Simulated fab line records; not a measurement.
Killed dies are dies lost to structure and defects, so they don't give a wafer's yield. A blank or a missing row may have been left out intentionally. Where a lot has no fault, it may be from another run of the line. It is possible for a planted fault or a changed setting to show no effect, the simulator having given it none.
Chamber matching	flow n5Finfet	N5_FIN_SAQP_SPACER1_ALD_24 on aldSin-01: 4 sister chambers
The step deposits SiO2, target thk 20.3 nm, pulse time 1 s, purge time 2 s. 8 wafers are shown with their chamber, then 11 later ones without.

## WAFERS WITH THEIR CHAMBER
wafer	chamber	heaterPowerW (W)	precursorPulseHeightRel
L076.2	2	469	0.993
L077.6	3	452	1.021
L082.4	0	430	1.000
L082.6	2	488	0.989
L085.2	1	428	1.042
L085.4	3	471	1.004
L085.6	0	440	1.011
L090.1	1	451	0.999

## WAFERS MISSING THEIR CHAMBER
wafer	heaterPowerW (W)	precursorPulseHeightRel
L090.4	487	0.989
L090.6	468	1.016
L093.2	456	1.006
L093.4	437	0.999
L093.6	445	1.022
L094.3	462	1.011
L094.4	434	0.968
L094.5	442	1.036
L096.1	463	1.010
L096.3	429	0.982
L096.4	440	0.987

## EACH ONE'S CHAMBER
wafer	from the rows above	in truth
L090.4	can't be placed: 2 or 3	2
L090.6	can't be placed: 3 or 2 or 1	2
L093.2	can't be placed: 3 or 1 or 0 or 2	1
L093.4	can't be placed: 0 or 1 or 3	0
L093.6	can't be placed: 1 or 0 or 3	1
L094.3	can't be placed: 3 or 2 or 1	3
L094.4	can't be placed: 0 or 1 or 3 or 2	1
L094.5	can't be placed: 1 or 0 or 3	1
L096.1	can't be placed: 3 or 2 or 1 or 0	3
L096.3	can't be placed: 0 or 1 or 3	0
L096.4	can't be placed: 0 or 1 or 3 or 2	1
Correct placement for 0 of the 11. From these rows, 11 cannot be placed; in 11 the true chamber is one of the candidates. Placed wrongly: 0.
How it was worked out, from the rows above alone: a wafer's distance from a chamber is the root of the sum, over the readings, of the square of ((its reading less the chamber's mean) divided by the reading's scatter). If the next closest chamber is less than 2 further off than the closest, the wafer can't be placed; otherwise it belongs to the closest. For every chamber, the mean is computed from those of its wafers that are shown. The scatter is the square root of a quotient: the sum, over the shown wafers, of each reading's squared deviation from its chamber's mean, divided by wafers minus chambers.
